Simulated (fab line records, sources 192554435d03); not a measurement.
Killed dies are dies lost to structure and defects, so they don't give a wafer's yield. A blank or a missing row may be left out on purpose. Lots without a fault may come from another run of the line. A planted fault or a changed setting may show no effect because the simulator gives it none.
Chamber matching | flow n5_finfet | N5_BEOL_M3_DESCUM_33 on rie_diel-05: 4 sister chambers
The step chemistry O2, time 7 s. 16 wafers are shown with their chamber, then 8 later ones without.

WAFERS WITH THEIR CHAMBER
wafer  | chamber | drypump_motor_current_A (A) | showerhead_plenum_p_Torr (Torr) | throttle_valve_pct (%)
L074.1 | 0       | 6.7                         | 1.98                            | 20.71
L074.3 | 3       | 4.9                         | 2.23                            | 20.40
L074.5 | 3       | 4.9                         | 2.23                            | 20.40
L076.3 | 0       | 6.7                         | 1.98                            | 20.72
L076.4 | 2       | 5.3                         | 2.15                            | 20.41
L076.6 | 2       | 5.3                         | 2.15                            | 20.42
L077.2 | 0       | 6.7                         | 1.98                            | 20.73
L077.4 | 3       | 4.9                         | 2.23                            | 20.40
L077.5 | 1       | 6.7                         | 1.99                            | 20.47
L079.1 | 1       | 6.7                         | 1.99                            | 20.44
L079.2 | 3       | 5.0                         | 2.23                            | 20.42
L079.6 | 1       | 6.7                         | 1.99                            | 20.46
L080.2 | 3       | 4.9                         | 2.23                            | 20.43
L080.3 | 0       | 6.7                         | 1.97                            | 20.76
L080.4 | 0       | 6.7                         | 1.97                            | 20.73
L088.2 | 3       | 4.9                         | 2.22                            | 20.47

SIGNATURES (means of the wafers above)
reading                  | chamber 0 | chamber 1 | chamber 2 | chamber 3 | scatter within a chamber
drypump_motor_current_A  | 6.700     | 6.700     | 5.300     | 4.917     | 0.0264
showerhead_plenum_p_Torr | 1.9760    | 1.9900    | 2.1500    | 2.2283    | 0.00412
throttle_valve_pct       | 20.7300   | 20.4567   | 20.4150   | 20.4200   | 0.0218
Rule: a wafer's distance from a chamber is the root of the sum, over the readings, of the square of ((its reading less the chamber's mean) divided by the reading's scatter). The wafer belongs to the nearest chamber; if the next one is less than 2 further off, it can't be placed. The scatter: the root of (the sum of the squares of (reading less its chamber's mean) over the shown wafers, divided by (wafers less chambers)).

WAFERS WITHOUT THEIR CHAMBER
wafer  | drypump_motor_current_A (A) | showerhead_plenum_p_Torr (Torr) | throttle_valve_pct (%)
L088.3 | 6.7                         | 1.97                            | 20.81
L088.5 | 5.3                         | 2.14                            | 20.46
L089.3 | 6.7                         | 1.98                            | 20.52
L089.5 | 5.3                         | 2.14                            | 20.46
L089.6 | 5.0                         | 2.22                            | 20.47
L090.1 | 6.7                         | 1.96                            | 20.79
L090.3 | 6.7                         | 1.98                            | 20.51
L090.6 | 5.0                         | 2.22                            | 20.47

WHICH CHAMBER EACH WENT THROUGH
wafer  | from the rows above | in truth
L088.3 | 0                   | 0
L088.5 | 2                   | 2
L089.3 | 1                   | 1
L089.5 | 2                   | 2
L089.6 | 3                   | 3
L090.1 | 0                   | 0
L090.3 | 1                   | 1
L090.6 | 3                   | 3
Placed correctly: 8 of 8. Can't be placed from these rows: 0. Placed wrongly: 0.
